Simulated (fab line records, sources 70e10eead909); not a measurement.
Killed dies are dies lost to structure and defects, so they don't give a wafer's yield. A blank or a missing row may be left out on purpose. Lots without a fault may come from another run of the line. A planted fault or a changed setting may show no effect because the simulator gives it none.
fab line records | flow nand_harc
record lots=5 wafers=15 last_day=24
route steps=1159 shown THIN_TSV@1139
lots that met no fault: from a run of the same line without faults
start_h: hours from the record's first day to the start of the lot's first wafer shown | wait_h: hours since the lot's step before | " the same as in the row above | L1.1+2: a row that stands for several wafers | - no value, or no start given | * or withheld: withheld | < > ~ a bound
route shown NAME@n: a module of which the file shows steps, and the number in the route of the first | usual: mean/standard deviation of fault-free wafers | same: alike in all rows | chamber/n: place in a boat | sites: the reading at each site | _std_site: their standard deviation | _edge_site: outer sites' mean less inner sites' | radius_mm: how far each site lies from the wafer's centre | mask NAME#n: copy n | behind: the tool/chamber that last shaped the wafer | hold: why the lot was held/for how many hours/how that ended | device: the transistor (n, p or np) that didn't switch | end of line: the same wafers' tests at the end of the route | a step without rows: its recipe alone | killed: dies lost to structure and defects at the first sort, not the wafer's yield | map: a wafer's dies, x killed, . not, _ none there
set.NAME: the setting as run; set.NAME@STEP: as run at that earlier step | model.NAME: the simulator's own value behind a step, which no gauge read
lots at some steps of the route; a table a step, a row a wafer
services: from which hour (start_h, from the record's first day; less than 0 if before it) a tool's chamber was out of use, for how many hours, and why
## steps
# step NHARC_THIN_TSV_PVD_24
# recipe target_thk_a=8000 power_w=withheld chamber_pressure_pa=withheld substrate_temp_c=withheld time_s=withheld gas=Ar material=Al
# step NHARC_THIN_TSV_DEHYDRATE_25
# recipe temp_c=150 time_s=120
# step NHARC_THIN_TSV_HMDS_26
# recipe time_s=30
# step NHARC_THIN_TSV_COAT_27
# recipe spin_rpm=*
# step NHARC_THIN_TSV_SOFTBAKE_28
# recipe temp_c=122 time_s=95
# step NHARC_THIN_TSV_EBR_29
# step NHARC_THIN_TSV_EXPOSE_30
# recipe na=0.55 dose_mj=11.47 mask_id=PAD
# step NHARC_THIN_TSV_PEB_31
# recipe peb_temp_c=118 peb_time_s=85
# step NHARC_THIN_TSV_DEVELOP_32
# recipe time_s=70
# step NHARC_THIN_TSV_CD_MEAS_33
# recipe target_cd_nm=5000 landing_energy_ev=500
# usual cd_nm=4999.1/2.3
# columns lot.wafer tool chamber start_h wait_h cd_nm
L133.1 cd_sem-03 0 437.69 - 5001.4
L133.3 " 0 " " 4997.3
L133.5 " 0 " " 4997.7
L136.1 cd_sem-01 0 456.36 - 5000.7
L136.2 " 0 " " 5000.5
L136.4 " 0 " " 4998.4
L146.2 cd_sem-03 0 496.23 - 5002.6
L146.3 " 0 " " 5002.3
L146.5 " 0 " " 4998.1
L150.1 cd_sem-03 0 542.62 - 5000.9
L150.4 " 0 " " 5001.8
L150.6 " 0 " " 4998.5
L154.2 cd_sem-01 0 573.29 - 4996.8
L154.4 " 0 " " 5000.3
L154.6 " 0 " " 4996.6
# step NHARC_THIN_TSV_HARDBAKE_34
# recipe temp_c=125 time_s=80
# step NHARC_THIN_TSV_DESCUM_35
# recipe time_s=3 o2_flow_sccm=200 ar_flow_sccm=0 bias_power_w=0 chemistry=O2
# usual drypump_motor_current_A=5.6/0.32 o2_flow_sccm=199.9/0.59 oes_product_au=0.995/0.011 rf_vpp_V=57.9/0.91 showerhead_plenum_p_Torr=1.91/0.089 throttle_valve_pct=11.311/0.0086
# columns lot.wafer tool chamber start_h wait_h drypump_motor_current_A o2_flow_sccm oes_product_au rf_hours_counter_h rf_vpp_V showerhead_plenum_p_Torr throttle_valve_pct
L133.1 rie_diel-11 2 437.85 - 6.0 199.4 0.999 5 58.3 1.78 11.304
L133.3 " 3 " " 5.8 200.0 1.005 5 56.5 1.83 11.319
L133.5 " 2 " " 6.0 200.3 0.996 - 58.0 1.78 11.312
L136.2 rie_diel-01 1 456.54 - 5.7 200.2 0.984 17 58.0 1.97 11.321
L136.1 " 2 " " 5.4 199.3 0.998 17 57.0 1.90 11.311
L136.4 " 1 " " 5.7 200.2 0.989 - 58.1 1.97 11.322
L146.2 rie_diel-11 0 496.40 - 5.6 200.2 0.982 7 56.8 1.96 11.324
L146.3 " 1 " " 5.6 200.1 0.991 9 59.0 2.05 11.302
L146.5 " 3 " " 5.8 201.2 0.994 - 56.7 1.83 11.321
L150.1 rie_diel-01 1 542.78 - 5.7 199.2 0.988 3 58.1 1.97 11.304
L150.4 " 3 " " 4.9 199.0 0.999 4 57.2 1.83 11.311
L150.6 " 2 " " 5.4 200.0 1.002 - 58.3 1.90 11.312
L154.2 rie_diel-07 1 573.48 - 5.6 199.6 1.007 10 59.3 1.90 11.299
L154.4 " 2 " " 6.0 198.7 0.994 9 56.7 1.81 11.319
L154.6 " 3 " " 5.9 200.3 1.008 - 57.0 1.85 11.307
# step NHARC_THIN_TSV_ETCH_59
# recipe target_depth_a=8800 icp_w=900 bias_w=100 Cl2_flow_sccm=60 bcl3_flow_sccm=30 time_s=138.1 chemistry=Cl2/BCl3
# usual drypump_motor_current_A=5.6/0.4 oes_product_au=1.007/0.0099 throttle_valve_pct=22.264/0.0089
# columns lot.wafer tool chamber start_h wait_h drypump_motor_current_A oes_product_au rf_hours_counter_h throttle_valve_pct
L133.1 rie_metal-01 0 438.00 0.1 5.3 0.992 3.3 22.267
L133.3 " 1 " " 5.6 0.992 - 22.256
L133.5 " 0 " " 5.3 0.987 - 22.267
L136.1 rie_metal-02 1 456.67 0.1 5.9 1.001 5.3 22.261
L136.2 " 1 " " 5.9 1.003 - 22.253
L136.4 " 1 " " 5.9 1.009 - 22.250
L146.2 rie_metal-01 0 496.51 0.1 5.3 0.998 6.3 22.260
L146.3 " 1 " " 5.6 1.009 - 22.267
L146.5 " 0 " " 5.3 0.943 - 22.273
L150.1 rie_metal-03 0 542.94 0.1 6.2 1.011 1.0 22.251
L150.4 " 1 " " 5.8 1.031 - 22.261
L150.6 " 1 " " 5.9 1.033 - 22.259
L154.2 rie_metal-03 1 573.62 0.1 5.9 1.021 1.8 22.269
L154.4 " 0 " " 6.2 1.006 - 22.268
L154.6 " 0 " " 6.1 1.011 - 22.282
# step NHARC_THIN_TSV_ETCH_36
# recipe target_depth_a=650 over_etch_frac=0.3 time_s=18.571 ion_energy_ev=150 chemistry=Cl2/BCl3
# usual drypump_motor_current_A=5.6/0.4 oes_product_au=1.007/0.01
# columns lot.wafer tool chamber start_h wait_h drypump_motor_current_A oes_product_au rf_hours_counter_h
L133.1 rie_metal-01 0 438.27 0.2 5.4 0.999 3.5
L133.3 " 0 " " 5.3 0.983 -
L133.5 " 1 " " 5.7 0.991 -
L136.1 rie_metal-02 1 457.14 0.4 5.9 1.003 5.6
L136.2 " 1 " " 5.9 1.003 -
L136.4 " 1 " " 5.9 1.001 -
L146.2 rie_metal-01 1 496.78 0.2 5.7 1.008 6.4
L146.3 " 1 " " 5.6 1.015 -
L146.5 " 0 " " 5.4 1.003 -
L150.1 rie_metal-03 0 543.17 0.2 6.2 1.018 1.1
L150.4 " 1 " " 5.9 1.033 -
L150.6 " 1 " " 5.9 1.034 -
L154.2 rie_metal-03 1 573.84 0.2 5.9 1.027 2.0
L154.4 " 0 " " 6.2 1.001 -
L154.6 " 1 " " 5.9 1.024 -
## services
# columns tool chamber start_h hours kind
rie_metal-03 - 416.59 83.9 repair
rie_diel-01 0 417.19 1.7 repair
rie_diel-11 0 426.00 19.1 repair
rie_diel-01 0 443.66 13.7 repair
rie_diel-07 - 450.29 0.4 repair
rie_diel-01 1 457.88 3.1 repair
rie_metal-02 - 480.54 0.4 repair
rie_diel-01 - 491.80 9.0 pm
rie_diel-07 2 492.87 3.4 repair
rie_metal-03 - 500.49 9.0 pm
rie_metal-03 0 500.49 9.0 vent_cycle
rie_metal-03 1 500.49 9.0 vent_cycle
rie_metal-01 - 509.00 9.0 pm
rie_metal-01 0 509.00 9.0 vent_cycle
rie_metal-01 1 509.00 9.0 vent_cycle
rie_metal-03 0 509.49 - clean
rie_metal-03 1 509.49 - clean
rie_metal-01 0 518.00 - clean
rie_metal-01 1 518.00 - clean
rie_diel-11 0 533.59 15.8 repair
rie_metal-01 1 542.88 20.6 repair
rie_diel-11 - 543.50 9.0 pm
rie_diel-07 3 558.34 3.8 repair
rie_metal-02 - 565.00 9.0 pm
## key
first_sign step=NHARC_THIN_TSV_ETCH_59 reading=oes_product_au direction=down sigmas=6.5 usual=1.007 struck=0.943
effect none on later readings
met_at NHARC_THIN_TSV_ETCH_59
struck_wafers L146.5
later_rows_left_out L146.5
sort_left_out L146.5
onset_between 438.00 496.51
fault kind=process_parameter_drift tool=rie_metal-01 chamber=- onset_h=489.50 steps=NHARC_THIN_TSV_ETCH_59 channel=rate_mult offset=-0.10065 shape=step end_h=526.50 scope=struck_wafers_only
# sort_left_out: the simulated sort isn't trusted on such a fault, so these wafers' sort isn't shown, and their yield isn't known
# later_rows_left_out: the simulator's readings of these wafers behind a module that went badly wrong aren't trusted and aren't shown, but for the sort
